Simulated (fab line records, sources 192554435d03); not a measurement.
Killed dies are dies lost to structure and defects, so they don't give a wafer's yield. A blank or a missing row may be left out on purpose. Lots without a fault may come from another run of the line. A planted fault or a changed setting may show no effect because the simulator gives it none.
Split-lot experiment | flow n5_finfet | 7 lots, 39 wafers read, on a route of 1938 steps

THE SPLIT
At N5_BEOL_M6_ILD_DEP_00 (deposits SiCOH lowk from DEMS/porogen, target thk 179.75 nm, time 33.4 s), the setting target_thk_a was moved away from the recipe's 1797.5 angstrom on 6 of the 39 wafers read, by +16.7% to +41.8%. The other wafers ran this setting at the recipe's value.

FROM THE SPLIT TO THE READING: what the file shows between them, 1 step
- N5_BEOL_M6_CURE_74: cures SiCOH lowk, time 240 s

THE READING
M6_ILD_THK, in nm, at N5_BEOL_M6_THK_MEAS_01. Fault-free wafers of this fab line usually give 154.4 nm, standard deviation 2 nm.

wafer  | tool, chamber at the split | target_thk_a as run, angstrom | against the recipe | M6_ILD_THK, nm | against lot-mates on the recipe
L076.2 | pecvd-04, 1                | 1797.5                        | recipe             | 150.3          | -
L076.4 | pecvd-04, 2                | 1797.5                        | recipe             | 155.5          | -
L076.6 | pecvd-04, 1                | 1797.5                        | recipe             | 151.2          | -
L078.1 | pecvd-02, 2                | 1797.5                        | recipe             | 151.9          | -
L078.2 | pecvd-02, 1                | 1797.5                        | recipe             | 152.5          | -
L078.3 | pecvd-02, 0                | 1797.5                        | recipe             | 152.9          | -
L078.4 | pecvd-02, 1                | 1797.5                        | recipe             | 156.8          | -
L078.5 | pecvd-02, 2                | 1797.5                        | recipe             | 156.2          | -
L078.6 | pecvd-02, 0                | 1797.5                        | recipe             | 156.6          | -
L085.1 | pecvd-04, 0,1              | 1797.5                        | recipe             | 152.2          | -
L085.2 | pecvd-04, 0,1              | 1797.5                        | recipe             | 152.4          | -
L085.3 | pecvd-04, 2                | 1797.5                        | recipe             | 153.0          | -
L085.4 | pecvd-04, 0                | 1797.5                        | recipe             | 155.6          | -
L085.5 | pecvd-04, 1                | 1797.5                        | recipe             | 154.8          | -
L085.6 | pecvd-04, 2                | 1797.5                        | recipe             | 156.4          | -
L083.1 | pecvd-02, 1                | 1797.5                        | recipe             | 152.5          | -
L083.2 | pecvd-02, 2                | 1797.5                        | recipe             | 153.1          | -
L083.3 | pecvd-02, 0                | 1797.5                        | recipe             | 153.6          | -
L083.4 | pecvd-02, 0                | 1797.5                        | recipe             | 153.6          | -
L083.5 | pecvd-02, 1                | 1797.5                        | recipe             | 154.6          | -
L083.6 | pecvd-02, 2                | 1797.5                        | recipe             | 156.6          | -
L090.1 | pecvd-02, 1                | 1797.5                        | recipe             | 157.0          | -
L090.2 | pecvd-02, 0                | 1797.5                        | recipe             | 151.7          | -
L090.3 | pecvd-02, 2                | 2549                          | +41.8%             | 220.6          | +65.5
L090.4 | pecvd-02, 1                | 1797.5                        | recipe             | 156.5          | -
L090.5 | pecvd-02, 0                | 2549                          | +41.8%             | 220.6          | +65.5
L090.6 | pecvd-02, 2                | 2549                          | +41.8%             | 222.4          | +67.3
L091.1 | pecvd-01, 2                | 1797.5                        | recipe             | 151.5          | -
L091.2 | pecvd-01, 1                | 1797.5                        | recipe             | 155.2          | -
L091.3 | pecvd-01, 0                | 1797.5                        | recipe             | 150.0          | -
L091.4 | pecvd-01, 0                | 1797.5                        | recipe             | 154.5          | -
L091.5 | pecvd-01, 2                | 1797.5                        | recipe             | 154.9          | -
L091.6 | pecvd-01, 1                | 1797.5                        | recipe             | 156.3          | -
L095.1 | pecvd-01, 2,0              | 2098                          | +16.7%             | 180.5          | +24.2
L095.2 | pecvd-01, 1                | 1797.5                        | recipe             | 154.3          | -
L095.3 | pecvd-01, 0                | 2098                          | +16.7%             | 176.1          | +19.8
L095.4 | pecvd-01, 1                | 1797.5                        | recipe             | 158.2          | -
L095.5 | pecvd-01, 2                | 1797.5                        | recipe             | 156.5          | -
L095.6 | pecvd-01, 2,0              | 2098                          | +16.7%             | 180.7          | +24.4
Where a row lists several chambers, the file gives one row for several wafers and doesn't say which wafer went through which chamber.

THE FIT
A straight line over all 39 wafers: M6_ILD_THK changes by +1.59 nm for each +1% of target_thk_a; r = +0.99; the points scatter about the line by 2.2 nm.
The same after taking each lot's own level away (the mean of its wafers on the recipe; 39 wafers): +1.56 nm for each +1%; r = +0.99; scatter 2.2 nm.
On that fit, the largest move of target_thk_a shifts the reading by 65 nm.
The lots' own levels span 152.33 to 156.33 nm, that is 2.0 times the standard deviation above.
So the lot-to-lot level changes the slope little: the two slopes agree.
Check: with one of the wafers moved furthest among these (+41.8%) left out of the fit, the line predicts +64.6 nm for it against its lot-mates. It came out at +65.5 nm against them.

OTHER SPLITS ON THESE WAFERS
These wafers also went through other splits before the reading. Each is held against what the fit with the lots' levels taken away leaves over:
other split on the same wafers         | wafers away from the commonest value | r with M6_ILD_THK (lot level and that fit taken away)
N5_SD_EPI_N_ETCH_45 target_depth_a     | 18                                   | -0.04
N5_MOL_CONTACT_COAG_ALD_131 ald_cycles | 15                                   | +0.13
N5_BEOL_M4_DESCUM_16 time_s            | 18                                   | +0.04

THE WHOLE CHAIN: every reading that the file lists as answering this split, in the file's order
step                   | what it does                                                             | reading                                                                                  | change (the file's fit)              | r (the file's)
N5_BEOL_M6_ILD_DEP_00  | deposits SiCOH lowk from DEMS/porogen, target thk 179.75 nm, time 33.4 s | SiCOH_lowk_of_BEOL_M6_ILD_DEP_00.thk_nm (the simulator's own value, which no gauge read) | +1.77 nm for each +1% of the setting | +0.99
N5_BEOL_M6_CURE_74     | cures SiCOH lowk, time 240 s                                             | SiCOH_lowk_of_BEOL_M6_ILD_DEP_00.thk_nm (the simulator's own value, which no gauge read) | +1.55 nm for each +1% of the setting | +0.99
N5_BEOL_M6_THK_MEAS_01 |                                                                          | M6_ILD_THK                                                                               | +1.55 for each +1% of the setting    | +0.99

THE FILE'S OWN FIT
M6_ILD_THK changes by +1.55 nm for each +1% of target_thk_a, r = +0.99.
